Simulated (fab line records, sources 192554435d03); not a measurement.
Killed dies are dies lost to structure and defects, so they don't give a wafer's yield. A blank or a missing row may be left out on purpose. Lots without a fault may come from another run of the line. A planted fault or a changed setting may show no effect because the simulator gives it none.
fab line records | flow n5_finfet
record lots=5 wafers=13 last_day=17
route steps=1938 shown SD_ACTIVATION@330 ILD0@335 SDB@347 GATE_CUT@512 MOL_CONTACT_COAG@558 PASSIVATION@1936
lots that met no fault: from a run of the same line without faults
start_h: hours from the record's first day to the start of the lot's first wafer shown | wait_h: hours since the lot's step before | " the same as in the row above | L1.1+2: a row that stands for several wafers | - no value, or no start given | * or withheld: withheld | < > ~ a bound
route shown NAME@n: a module of which the file shows steps, and the number in the route of the first | usual: mean/standard deviation of fault-free wafers | same: alike in all rows | chamber/n: place in a boat | sites: the reading at each site | _std_site: their standard deviation | _edge_site: outer sites' mean less inner sites' | radius_mm: how far each site lies from the wafer's centre | mask NAME#n: copy n | behind: the tool/chamber that last shaped the wafer | hold: why the lot was held/for how many hours/how that ended | device: the transistor (n, p or np) that didn't switch | end of line: the same wafers' tests at the end of the route | a step without rows: its recipe alone | killed: dies lost to structure and defects at the first sort, not the wafer's yield | map: a wafer's dies, x killed, . not, _ none there
set.NAME: the setting as run; set.NAME@STEP: as run at that earlier step | model.NAME: the simulator's own value behind a step, which no gauge read
lots at some steps of the route; a table a step, a row a wafer
services: from which hour (start_h, from the record's first day; less than 0 if before it) a tool's chamber was out of use, for how many hours, and why
## steps
# step N5_SD_ACTIVATION_RTA_00
# recipe temp_c=975 time_s=0 ambient=N2 idle_temp_c=600 ramp_up_c_per_s=150 ramp_down_c_per_s=60 cool_to_c=600
# step N5_SD_ACTIVATION_LSA_01
# recipe temp_c=1080 time_s=0.0008 ambient=N2
# step N5_ILD0_LINER_00
# recipe material=SiNx target_thk_a=40 temp_c=400 ald_precursor_family=SiH2I2 ald_co_reactant=N2/H2-plasma pulse_time_s=1 purge_time_s=2 co_reactant_purge_time_s=2 ald_cycles=80 pressure_torr=2
# step N5_ILD0_FCVD_FILL_01
# recipe material=SiO2_flowable target_thk_a=2000 temp_c=100 pressure_torr=0.8 rf_w=2000 time_s=328.3
# step N5_ILD0_CURE_02
# recipe temp_c=450 time_s=1800 ambient=steam idle_temp_c=400 ramp_up_c_per_min=5 ramp_down_c_per_min=3 densification_p_h2o_torr=640
# step N5_ILD0_CMP_03
# recipe stop_on=SiNx t_overpolish_s=1.9 post_cmp_clean=alkaline_brush down_force_psi=4.1491 platen_rpm=51.796 pad_velocity_m_s=1.0306 target_thk_nm=197.38
# step N5_ILD0_CMP_07
# recipe stop_on=poly-Si material=SiO2_flowable t_overpolish_s=1.18 post_cmp_clean=alkaline_brush down_force_psi=4.1491 platen_rpm=51.796 pad_velocity_m_s=1.0306 target_thk_nm=138.88
# step N5_ILD0_PRECLEAN_10
# recipe chemistry=NF3:NH3 afs_cycles=5 time_s=20 temp_c=30 sublimation_temp_c=180 sublimation_time_s=60 pressure_torr=3 rf_power_w=30
# usual time_s=20/0
# columns lot.wafer tool chamber start_h wait_h time_s model.SiO2_flowable_of_ILD0_FCVD_FILL_01.thk_nm
L553.2 remote_plasma-02 0 62.61 0.1 20 119.8
L553.3 " 0 " " 20 118.4
L553.5 " 0 " " 20 120.4
L557.2 remote_plasma-02 0 84.77 0.1 20 121.4
L557.3 " 0 " " 20 120.2
L557.5 " 0 " " 20 119.6
L567.5 remote_plasma-02 0 155.10 0.5 20 120
L567.6 " 0 " " 11.092 128.4
L569.1 remote_plasma-02 0 159.57 0.0 11.092 127
L569.4 " 0 " " 20 121.2
L571.1 remote_plasma-02 0 169.98 0.0 11.092 127.4
L571.3 " 0 " " 20 119.2
L571.6 " 0 " " 11.092 127
# step N5_ILD0_ALD_15
# recipe material=SiNx target_thk_a=240 temp_c=400 ald_precursor_family=SiH2I2 ald_co_reactant=N2/H2-plasma pulse_time_s=1 ald_cycles=480 purge_time_s=2 co_reactant_purge_time_s=2 pressure_torr=2
# step N5_ILD0_CMP_12
# recipe stop_on=poly-Si material=SiNx t_overpolish_s=6 post_cmp_clean=alkaline_brush down_force_psi=2.5 platen_rpm=51.8 pad_velocity_m_s=1.0307 target_thk_nm=17.67
# step N5_SDB_HM_DEP_00
# recipe material=SiNx target_thk_a=400 temp_c=400 precursor=SiH4/NH3/N2 pressure_torr=1.5 rf_w=300 time_s=35.3
# step N5_SDB_COAT_03
# recipe resist=SOC temp_c=250 time_s=60 spin_rpm=1500 resist_thk_nm=100
# step N5_SDB_COAT_04
# recipe resist=SiARC temp_c=220 time_s=60 spin_rpm=1500 resist_thk_nm=18
# step N5_SDB_COAT_05
# recipe resist=CAR-ArF spin_rpm=1500 resist_thk_nm=90
# step N5_SDB_EBR_07
# recipe solvent=PGMEA ebr_width_mm=1.5
# step N5_SDB_SOFTBAKE_06
# recipe temp_c=110 time_s=60 resist=CAR-ArF
# step N5_SDB_EXPOSE_08
# recipe mask_id=SDB na=1.35 source_shape=conventional sigma_outer=0.5 polarization=unpolarized dose_mj=49.6
# step N5_SDB_PEB_09
# recipe peb_temp_c=withheld peb_time_s=60 resist=CAR-ArF
# step N5_SDB_DEVELOP_10
# recipe develop_time_s=30 developer=TMAH resist=CAR-ArF rinse_liquid=diw dry=air_spin dev_temp_c=23
# step N5_SDB_DESCUM_16
# recipe chemistry=O2 time_s=7.9 source_power_w=50 bias_power_w=20 pressure_mtorr=20 rf_frequency_hz=2.712e+07 temp_c=40 resist=CAR-ArF o2_flow_sccm=225
# step N5_SDB_ETCH_17
# recipe chemistry=CF4 target=SiARC target_depth_a=234 mask_material=CAR-ArF time_s=39 ion_energy_ev=80 pressure_mtorr=40 source_w=545 bias_w=36 Ar_flow_sccm=100 cf4_flow_sccm=100 ends=cleared
# step N5_SDB_ETCH_18
# recipe chemistry=N2/H2 target=SOC target_depth_a=1000 overetch_a=200 mask_material=SiARC temp_c=40 time_s=150 ion_energy_ev=200 pressure_mtorr=30 source_w=840 bias_w=150 n2_flow_sccm=200 h2_flow_sccm=200
# step N5_SDB_STRIP_19
# recipe chemistry=N2/H2 temp_c=40 n2_flow_sccm=200 h2_flow_sccm=200 rf_frequency_hz=6e+07
# step N5_SDB_STRIP_21
# recipe chemistry=CF4 resist=SiARC power_w=300 bias_power_w=75 pressure_mtorr=50 cf4_flow_sccm=150 rf_frequency_hz=6e+07
# step N5_SDB_HM_OPEN_20
# recipe chemistry=CH3F/O2 target=SiNx mask_material=SOC target_depth_a=240 stop_on=poly-Si over_etch_frac=0.4 ion_energy_ev=120 pressure_mtorr=30 source_w=395 bias_w=73 Ar_flow_sccm=150 CH3F_flow_sccm=30 O2_flow_sccm=20
# step N5_SDB_STRIP_22
# recipe chemistry=N2/H2 power_w=1000 temp_c=250 h2_frac=0.65 overash_fraction=0.3 pressure_mtorr=withheld n2_flow_sccm=1750 h2_flow_sccm=3250
# step N5_SDB_PRECLEAN_23
# recipe chemistry=dHF time_s=30 temp_c=25 dilution=withheld
# step N5_SDB_DUMMY_REMOVE_24
# recipe chemistry=TMAH temp_c=70 target=poly-Si stop_on=SiO2 target_depth_nm=142 conc_wt_pct=5 time_s=57 dry=ipa_marangoni rinse_time_s=30 rinse_temp_c=23
# step N5_SDB_ETCH_25
# recipe chemistry=C4F6/O2 target=SiO2 target_depth_a=100 time_s=3.3 ion_energy_ev=250 mask_material=SiNx pressure_mtorr=30 source_w=345 bias_w=185 Ar_flow_sccm=300 C4F6_flow_sccm=10 O2_flow_sccm=10
# step N5_SDB_CUT_ETCH_26
# recipe chemistry=HBr/Cl2/O2 target=Si target_depth_a=1296 bt_time_s=20 mask_material=SiNx time_s=51.8 ion_energy_ev=* bias_w=* pressure_mtorr=10 icp_w=800 HBr_flow_sccm=150 Cl2_flow_sccm=80 O2_flow_sccm=12
# step N5_SDB_PRECLEAN_38
# recipe chemistry=dHF time_s=10 dilution=750:1 temp_c=25
# step N5_SDB_PRECLEAN_39
# recipe chemistry=O3/DIW time_s=45 temp_c=22 o3_ppm=10
# step N5_GATE_CUT_THK_MEAS_24
# recipe reads=SiO2_of_GATE_CUT_HM_DEP_46+SiO2_flowable_of_ILD0_FCVD_FILL_01
# usual GC_FILL_THK=220.2/1.8
# columns lot.wafer tool chamber start_h wait_h GC_FILL_THK[nm]
L553.2 film_metro-02 - 86.13 - 217.4
L553.3 " - " " 215.9
L553.5 " - " " 221.0
L557.2 film_metro-01 - 108.26 - 218.9
L557.3 " - " " 218.0
L557.5 " - " " 219.1
L567.5 film_metro-02 - 179.08 - 221.7
L567.6 " - " " 229.6
L569.1 film_metro-01 - 184.31 - 224.5
L569.4 " - " " 223.4
L571.1 film_metro-02 - 195.68 - 224.1
L571.3 " - " " 216.1
L571.6 " - " " 227.4
# step N5_MOL_CONTACT_COAG_WET_ETCH_116
# recipe chemistry=SC1-inhibited target_depth_nm=4.6 dry=ipa_marangoni rinse_time_s=30 rinse_temp_c=23
# columns lot.wafer tool chamber start_h wait_h model.SiO2_flowable_of_ILD0_FCVD_FILL_01.thk_nm
L553.2 wet_bench-06 2 93.68 0.0 111.6
L553.3 " 3 " " 110.4
L553.5 " 4 " " 112.2
L557.2 wet_bench-03 6 115.44 0.0 113.2
L557.3 " 1 " " 112
L557.5 " 2 " " 111.6
L567.5 wet_bench-04 3 189.00 0.0 111.8
L567.6 " 4 " " 119.6
L569.1 wet_bench-06 5 192.94 0.0 118.4
L569.4 " 7 " " 112.8
L571.1 wet_bench-04 2 205.36 0.0 118.6
L571.3 " 5 " " 111
L571.6 " 6 " " 118.4
# step N5_PASSIVATION_PROBE_49
# usual killed_at_M0_to_M3=36/11 killed_at_M4_up=14/5.6 killed_at_contacts=11/5.6 killed_at_front_end=40/12 killed_at_other=4/3.2 killed_dies=105/17 killed_open=69/12 killed_short=34/8.4
# same gross_dies=1180 killed_at_back_side=0
# columns lot.wafer tool chamber start_h wait_h killed_at_M0_to_M3 killed_at_M4_up killed_at_contacts killed_at_front_end killed_at_other killed_dies killed_open killed_short
L553.2 prober-01 - 310.86 0.1 27 11 6 45 2 91 66 23
L553.3 prober-01 - 310.91 0.1 35 9 4 32 1 81 47 34
L553.5 prober-01 - 311.01 0.2 32 15 2 46 1 96 70 25
L557.2 prober-01 - 339.16 0.1 43 11 5 33 1 93 70 20
L557.3 prober-01 - 339.21 0.1 20 8 11 50 5 94 58 34
L557.5 prober-01 - 339.31 0.2 27 8 7 42 0 84 54 28
L567.5 prober-02 - 397.79 0.2 22 23 6 52 1 104 72 31
L569.1 prober-02 - 409.85 0.0 27 14 14 35 4 94 67 27
L569.4 prober-02 - 410.00 0.2 26 18 16 37 4 101 77 24
L571.1 prober-01 - 412.49 0.0 54 16 10 25 7 112 74 36
L571.3 prober-01 - 412.59 0.1 36 18 9 38 5 106 64 35
L571.6 prober-01 - 412.74 0.3 49 11 13 55 0 128 80 46
# killed by level:class
L553.2 STI_FIN_REVEAL:geometric_particle:open=12 FIN_SAQP:geometric_particle:open=10 BEOL_M3:geometric_particle:open=7 FIN_SAQP:geometric_particle:short=6 BEOL_M0_SAQP:geometric_particle:open=6 BEOL_M2:geometric_particle:open=6 MOL_CONTACT_COAG:geometric_particle:open=5 GATE_CUT:geometric_particle:short=4
L553.3 FIN_SAQP:geometric_particle:short=11 BEOL_M2:geometric_particle:open=8 BEOL_M3:geometric_particle:open=8 BEOL_M0_SAQP:geometric_particle:open=6 GATE_CUT:geometric_particle:short=4 BEOL_M4:geometric_particle:open=4 BEOL_M0_SAQP:geometric_particle:short=4 FIN_SAQP:geometric_particle:open=3
L553.5 STI_FIN_REVEAL:geometric_particle:open=20 BEOL_M2:geometric_particle:open=10 BEOL_M3:geometric_particle:open=9 FIN_SAQP:geometric_particle:short=5 DUMMY_GATE:geometric_particle:open=5 BEOL_M4:geometric_particle:open=5 BEOL_M4:geometric_particle:short=5 BEOL_M0_SAQP:geometric_particle:open=4
L557.2 BEOL_M2:geometric_particle:open=20 FIN_SAQP:geometric_particle:open=10 BEOL_M3:geometric_particle:open=9 DUMMY_GATE:geometric_particle:open=4 GATE_CUT:geometric_particle:short=4 MOL_CONTACT_COAG:geometric_particle:open=4 BEOL_M0_SAQP:geometric_particle:open=4 BEOL_M8:geometric_particle:open=4
L557.3 FIN_SAQP:geometric_particle:short=14 STI_FIN_REVEAL:geometric_particle:open=14 MOL_CONTACT_COAG:geometric_particle:open=9 FIN_SAQP:geometric_particle:open=6 STI_FIN_REVEAL:geometric_particle:short=4 GATE_CUT:geometric_particle:open=4 BEOL_M2:geometric_particle:open=4 BEOL_M4:geometric_particle:open=4
L557.5 BEOL_M2:geometric_particle:open=8 FIN_SAQP:geometric_particle:open=7 MOL_CONTACT_COAG:geometric_particle:open=6 FIN_SAQP:geometric_particle:short=5 GATE_CUT:geometric_particle:open=5 DUMMY_GATE:geometric_particle:open=5 GATE_CUT:geometric_particle:short=5 BEOL_M1:geometric_particle:open=5
L567.5 FIN_SAQP:geometric_particle:open=18 FIN_SAQP:geometric_particle:short=11 STI_FIN_REVEAL:geometric_particle:open=10 BEOL_M0_SAQP:geometric_particle:open=6 BEOL_M0_SAQP:geometric_particle:short=5 BEOL_M4:geometric_particle:open=5 BEOL_M5:geometric_particle:open=5 DUMMY_GATE:geometric_particle:open=4
L569.1 MOL_CONTACT_COAG:geometric_particle:open=13 STI_FIN_REVEAL:geometric_particle:open=12 BEOL_M3:geometric_particle:open=10 FIN_SAQP:geometric_particle:short=8 BEOL_M2:geometric_particle:open=6 BEOL_M4:geometric_particle:open=5 FIN_SAQP:geometric_particle:open=4 BEOL_M0_SAQP:geometric_particle:short=4
L569.4 MOL_CONTACT_COAG:geometric_particle:open=15 STI_FIN_REVEAL:geometric_particle:open=13 BEOL_M2:geometric_particle:open=9 BEOL_M4:geometric_particle:open=9 GATE_CUT:geometric_particle:open=8 BEOL_M0_SAQP:geometric_particle:open=5 GATE_CUT:geometric_particle:short=4 BEOL_M3:geometric_particle:open=4
L571.1 BEOL_M0_SAQP:geometric_particle:open=13 BEOL_M1:geometric_particle:open=11 BEOL_M3:geometric_particle:open=8 FIN_SAQP:geometric_particle:open=7 BEOL_M0_SAQP:geometric_particle:short=7 MOL_CONTACT_COAG:geometric_particle:open=7 BEOL_M4:geometric_particle:open=7 BEOL_M2:geometric_particle:short=4
L571.3 FIN_SAQP:geometric_particle:short=12 MOL_CONTACT_COAG:geometric_particle:open=9 BEOL_M2:geometric_particle:open=9 FIN_SAQP:geometric_particle:open=8 BEOL_M0_SAQP:geometric_particle:short=7 BEOL_M0_SAQP:geometric_particle:open=7 BEOL_M3:geometric_particle:open=5 SPACER0:geometric_particle:open=4
L571.6 BEOL_M0_SAQP:geometric_particle:short=20 FIN_SAQP:geometric_particle:open=15 BEOL_M0_SAQP:geometric_particle:open=14 MOL_CONTACT_COAG:geometric_particle:open=11 FIN_SAQP:geometric_particle:short=10 STI_FIN_REVEAL:geometric_particle:open=7 BEOL_M1:geometric_particle:open=5 BEOL_M4:geometric_particle:open=5
## services
# columns tool chamber start_h hours kind
wet_bench-06 - 115.37 2.7 repair
remote_plasma-02 - 193.30 0.3 repair
## key
first_sign step=N5_ILD0_PRECLEAN_10 reading=time_s direction=down sigmas=99+ usual=* struck=*
effect step=N5_GATE_CUT_THK_MEAS_24 reading=GC_FILL_THK direction=up sigmas=3.4 usual=220.2 struck=226.4
model_effect step=N5_ILD0_PRECLEAN_10 value=SiO2_flowable_of_ILD0_FCVD_FILL_01.thk_nm without=120.1 struck=127.5
model_effect step=N5_MOL_CONTACT_COAG_WET_ETCH_116 value=SiO2_flowable_of_ILD0_FCVD_FILL_01.thk_nm without=112 struck=118.8
met_at N5_ILD0_PRECLEAN_10
struck_wafers L567.6,L569.1,L571.1,L571.6
rows_end L567.6
tester_left_out L569,L571
onset_between 84.77 155.10
fault kind=process_parameter_drift tool=remote_plasma-02 chamber=- onset_h=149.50 steps=N5_ILD0_PRECLEAN_10 channel=time_s offset=* shape=step end_h=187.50 scope=struck_wafers_only acts_in=* stated=*
# tester_left_out: of these lots the tester's yield and bins aren't shown, on N5 and GAA mostly nor the transistor test; their killed dies are dies lost to structure and defects alone, not to doping, threshold or leakage, so they don't give the yield
# rows_end: these wafers met a further fault down the route, and their rows from its step on are left out
